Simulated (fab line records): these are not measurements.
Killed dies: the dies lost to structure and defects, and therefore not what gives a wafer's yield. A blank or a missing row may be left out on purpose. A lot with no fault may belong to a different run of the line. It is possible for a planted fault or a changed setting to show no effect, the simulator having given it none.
A lot that was struck, set against a sound lot + flow nandHarc + 40 steps out of a route of 1302
Sound: these wafers, L902.1, L902.2, L902.6. The struck wafers were L917.3, L917.5, L917.6. The cause comes at the end.
Per side, at each step with rows, come the tool, then ch with its chambers, and then its first start. Under that, the readings that differ: sound wafers + struck wafers + difference of the means + sigmas: that difference in standard deviations of wafers without a fault.
alike: readings whose means differ by less than 2 such deviations, and words and numbers that are the same on both sides. not compared: withheld readings, readings that some wafer has no value for, bounds like >300 that may hide the same value, and numbers for which the record gives no deviation and whose values overlap.
The two part at a step that has a row with sigmas, a row that says differs or no value, or rows on one side only. Numbers that have no deviation but don't overlap get no sigmas and don't part them. A reading that every wafer of one side lacks parts them only if that side has two wafers or more.

first, 9 steps without rows for these wafers: NHARC_A_STAIRCASE_HMDS_243 (time 30 s); NHARC_A_STAIRCASE_COAT_244; NHARC_A_STAIRCASE_SOFTBAKE_245 (time 170 s); NHARC_A_STAIRCASE_EBR_246; NHARC_A_STAIRCASE_EXPOSE_247 (exposes mask SDS 1); NHARC_A_STAIRCASE_PEB_248 (peb time 130 s); NHARC_A_STAIRCASE_DEVELOP_249 (time 140 s); NHARC_A_STAIRCASE_HARDBAKE_251 (time 140 s); NHARC_A_STAIRCASE_DESCUM_252 (chemistry O2, time 3 s).
NHARC_A_STAIRCASE_ETCH_253: etches the open film in C4F8/O2, target depth 50 nm, time 20.2 s.
  sound on rieDiel-01 ch 0,2,3, day 15 20:59; struck on rieDiel-01 ch 0,2,3, day 22 18:02
| reading             | sound             | struck            | difference | sigmas |
|---------------------|-------------------|-------------------|------------|--------|
| oesProductAu (a.u.) | 0.982 0.965 0.971 | 0.919 0.948 0.930 | -0.040     | -2     |
  alike: rfVppV
  not compared: rfHoursCounterH
NHARC_A_STAIRCASE_STRIP_254: strips in O2.
  sound on plasmaAsher-02 ch 0,1, day 15 21:04; struck on plasmaAsher-02 ch 0,1, day 22 18:25
  alike: drypumpMotorCurrentA, heaterPowerW, rfReflPowerW
  not compared: rfHoursCounterH
NHARC_A_STAIRCASE_STRIP_255: strips in SPM, time 900 s.
  sound on wetBench-05 ch 1,3,5, day 15 21:25; struck on wetBench-05 ch 1,2,7, day 22 18:41
then, 3 steps without rows for these wafers: NHARC_A_STAIRCASE_PRECLEAN_256 (cleans in SC1); NHARC_A_STAIRCASE_SRD_257; NHARC_A_STAIRCASE_HM_DEP_456 (deposits aC, target thk 3100 nm).
NHARC_A_STAIRCASE_DEP_259: deposits SiON, target thk 30 nm.
  sound on pecvd-04 ch 1,2, day 15 23:46; struck on pecvd-04 ch 0,1,2, day 22 21:11
  alike: heaterPowerW
then, 10 steps without rows for these wafers: NHARC_A_STAIRCASE_DEHYDRATE_260 (time 120 s); NHARC_A_STAIRCASE_HMDS_261 (time 30 s); NHARC_A_STAIRCASE_COAT_262; NHARC_A_STAIRCASE_SOFTBAKE_263 (time 170 s); NHARC_A_STAIRCASE_EBR_264; NHARC_A_STAIRCASE_EXPOSE_265 (exposes mask CHOP 200); NHARC_A_STAIRCASE_PEB_266 (peb time 130 s); NHARC_A_STAIRCASE_DEVELOP_267 (time 140 s); NHARC_A_STAIRCASE_HARDBAKE_269 (time 140 s); NHARC_A_STAIRCASE_DESCUM_270 (chemistry O2, time 3 s).
NHARC_A_STAIRCASE_ETCH_271: etches the open film in CF4/CHF3.
  sound on rieDiel-01 ch 0,1,3, day 16 04:24; struck on rieDiel-04 ch 2,3, day 22 22:12
  alike: drypumpMotorCurrentA, mfcArSccm, oesProductAu, rfVppV, showerheadPlenumPTorr, throttleValvePct
  not compared: rfHoursCounterH
then, 2 steps without rows for these wafers: NHARC_A_STAIRCASE_HM_OPEN_457 (chemistry O2/COS); NHARC_A_STAIRCASE_STRIP_458 (strips in O2/COS).
NHARC_A_STAIRCASE_ETCH_451: etches the open film in CF4/O2, target depth 30 nm, overetch 3 nm, time 16.5 s.
  sound on rieDiel-01 ch 0,1; struck on rieDiel-04 ch 0,2,3
| reading             | sound             | struck            | difference | sigmas |
|---------------------|-------------------|-------------------|------------|--------|
| oesProductAu (a.u.) | 0.998 1.012 1.030 | 0.989 0.992 0.990 | -0.023     | -2     |
  alike: drypumpMotorCurrentA, mfcArSccm, oes_ar_750_au, rfVppV, showerheadPlenumPTorr, throttleValvePct
  not compared: rfHoursCounterH
then, 9 steps without rows for these wafers: NHARC_A_STAIRCASE_ETCH_273 (etches the open film in C4F8/O2/Ar, target depth 10200 nm, time 2468.6 s); NHARC_A_STAIRCASE_STRIP_274 (strips in O2); NHARC_A_STAIRCASE_STRIP_275 (strips in SPM, time 900 s); NHARC_A_STAIRCASE_PRECLEAN_276 (cleans in SC1); NHARC_A_STAIRCASE_SRD_277; NHARC_A_STAIRCASE_HM_DEP_459 (deposits aC, target thk 1500 nm); NHARC_A_STAIRCASE_DEP_280 (deposits SiON, target thk 30 nm); NHARC_A_STAIRCASE_DEHYDRATE_281 (time 120 s); NHARC_A_STAIRCASE_HMDS_282 (time 30 s).
-- the record jumps here: 8 days lie between the struck wafers' starts before and after (it left off in module A_STAIRCASE and takes up again in module END, whose first step shown is number 1302 of the route) --
NHARC_END_SORT_01:
  sound on prober-02 ch 0, day 24 08:50; struck on prober-02 ch 0, day 30 17:15
| reading           | sound    | struck      | difference | sigmas      |
|-------------------|----------|-------------|------------|-------------|
| killedAtArray     | 35 52 53 | 109 99 60   | +43        | +2          |
| killedAtPeriphery | 1 1 0    | 462 448 481 | +463       | +99 or more |
| killedDies        | 36 53 53 | 571 547 541 | +506       | +24         |
  alike: killedAtOther, killedOpen, killedShort

== WHERE THEY PART ==
First at NHARC_A_STAIRCASE_ETCH_253; last, within this record, at NHARC_END_SORT_01.

WHY: the cause the simulator had injected
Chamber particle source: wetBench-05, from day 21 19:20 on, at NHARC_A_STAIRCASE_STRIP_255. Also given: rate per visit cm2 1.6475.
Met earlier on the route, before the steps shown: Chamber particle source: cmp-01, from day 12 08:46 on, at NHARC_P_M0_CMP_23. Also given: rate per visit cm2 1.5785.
